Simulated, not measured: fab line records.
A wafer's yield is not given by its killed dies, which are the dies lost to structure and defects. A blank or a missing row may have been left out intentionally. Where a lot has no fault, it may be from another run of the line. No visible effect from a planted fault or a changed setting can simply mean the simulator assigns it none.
Comparing a struck lot with a sound one | flow nand_harc | 35 steps out of a route of 1159
Sound: wafers L465.2, L465.4, L465.5. Wafers struck: L461.1, L461.5, L461.6. The cause comes at the end.
At each step with rows: each side's tool, then ch and its chambers, then its first start. Under that, the readings that differ: sound wafers | struck wafers | difference of the means | sigmas: that difference in standard deviations of wafers without a fault.
alike: words and numbers the same on both sides, and readings whose means are apart by under 2 such deviations; not compared: readings that were withheld, readings missing a value for some wafer, numbers with overlapping values and no deviation given by the record, and bounds like >300 which may hide the same value.
The two part at a step that has a row with sigmas, a row that says differs or no value, or rows on one side only. When numbers do not overlap yet have no deviation, they are printed without sigmas and do not part them. A reading missing from all wafers of one side parts the sides only when that side holds two or more wafers.

first, 7 steps without rows for these wafers: NHARC_P_STI_DEVELOP_08 (time 50 s); NHARC_P_STI_HARDBAKE_13 (time 65 s); NHARC_P_STI_DESCUM_14 (chemistry O2, time 3 s); NHARC_P_STI_ETCH_42 (etches the open film in N2/H2, target depth 80 nm, overetch 24 nm, time 61 s); NHARC_P_STI_ETCH_31 (etches the open film in CF4/CHF3, target depth 108.9 nm, time 54.5 s); NHARC_P_STI_ETCH_15 (etches the open film in HBr/Cl2, target depth 300 nm, time 100.1 s); NHARC_P_STI_STRIP_19 (strips in SPM, time 900 s).
NHARC_P_STI_PRECLEAN_32: cleans in SC1.
  sound on wet_bench-02 ch 3,4,6, day 6 00:59; struck on wet_bench-01 ch 0,5,7, day 5 05:44
  alike: temp_c
then, 25 steps without rows for these wafers: NHARC_P_STI_SRD_23; NHARC_P_STI_OXIDE_33 (material SiO2, target thk 10 nm, ox time 281 s); NHARC_P_STI_HDPCVD_20 (deposits SiO2); NHARC_P_STI_ANNEAL_34 (time 1800 s); NHARC_P_STI_CMP_21 (polishes, t overpolish 20 s, target thk 380.67 nm); NHARC_P_STI_SRD_35; NHARC_P_STI_ETCH_36 (etches SiO2 in dHF, target depth 38.8 nm); NHARC_P_STI_STRIP_24 (strips Si3N4 in H3PO4); NHARC_P_STI_ETCH_37 (etches SiO2 in dHF, target depth 11 nm); NHARC_P_STI_PRECLEAN_38 (cleans in SC1); NHARC_P_STI_SRD_39; NHARC_P_STI_OXIDE_40 (material SiO2, target thk 10 nm, ox time 1362 s); NHARC_P_GATE_ETCH_69 (etches SiO2 in dHF, target depth 14 nm); NHARC_P_GATE_PRECLEAN_70 (cleans in SC1); NHARC_P_GATE_SRD_01; NHARC_P_GATE_OXIDE_02 (material SiO2, target thk 37.5 nm, ox time 365 s); NHARC_P_GATE_DEHYDRATE_03 (time 120 s); NHARC_P_GATE_HMDS_04 (time 30 s); NHARC_P_GATE_COAT_05; NHARC_P_GATE_SOFTBAKE_06 (time 95 s); NHARC_P_GATE_EBR_07; NHARC_P_GATE_EXPOSE_08 (exposes mask P HV); NHARC_P_GATE_PEB_09 (peb time 85 s); NHARC_P_GATE_DEVELOP_10 (time 70 s); NHARC_P_GATE_HARDBAKE_12 (time 80 s).
-- break in the record here, with 18 days between the starts of the struck wafers on either side (left off in module P_GATE, picked up again in module END, where the first step shown is number 1158 on the route) --
NHARC_END_WLT_00:
  struck on prober-01, day 22 20:08; sound on prober-01, day 22 20:38
  reading                           | sound             | struck            | difference | sigmas
  VT_DECK1_BOTTOM                   | 0.879 0.867 0.869 | 0.983 0.971 0.981 | +0.107     | +15
  VT_DECK1_BOTTOM_INNER             | 0.876 0.868 0.875 | 0.980 0.977 0.984 | +0.107     | +14
  VT_DECK1_MEDIAN_NEAR_BOTTOM       | 0.869 0.874 0.879 | 0.983 0.982 0.990 | +0.111     | +15
  VT_DECK1_MEDIAN_NEAR_BOTTOM_INNER | 0.872 0.880 0.873 | 0.975 0.987 0.986 | +0.108     | +17
  VT_DECK1_MIDDLE                   | 0.878 0.885 0.883 | 0.998 0.995 0.987 | +0.111     | +15
  VT_DECK1_MIDDLE_INNER             | 0.891 0.883 0.884 | 1.010 0.996 0.992 | +0.113     | +16
  VT_DECK1_TOP                      | 0.892 0.898 0.890 | 1.015 1.016 1.009 | +0.120     | +15
  VT_DECK1_TOP_INNER                | 0.894 0.896 0.896 | 1.013 1.010 1.016 | +0.118     | +15
  not compared: hold
NHARC_END_SORT_01:
  sound on prober-01 ch 0, day 22 23:54; struck on prober-01 ch 0, day 23 04:08
  reading | sound | struck                                                                     | difference                   | sigmas
  hold    | - - - | await_dispo/5.0h/release await_dispo/5.0h/release await_dispo/5.0h/release | no value on the sound wafers |
  alike: killed_at_array, killed_at_other, killed_at_periphery, killed_dies, killed_open, killed_short

== WHERE THEY PART ==
First at NHARC_END_WLT_00; last, within this record, at NHARC_END_SORT_01.

WHY: whatever the simulator had introduced
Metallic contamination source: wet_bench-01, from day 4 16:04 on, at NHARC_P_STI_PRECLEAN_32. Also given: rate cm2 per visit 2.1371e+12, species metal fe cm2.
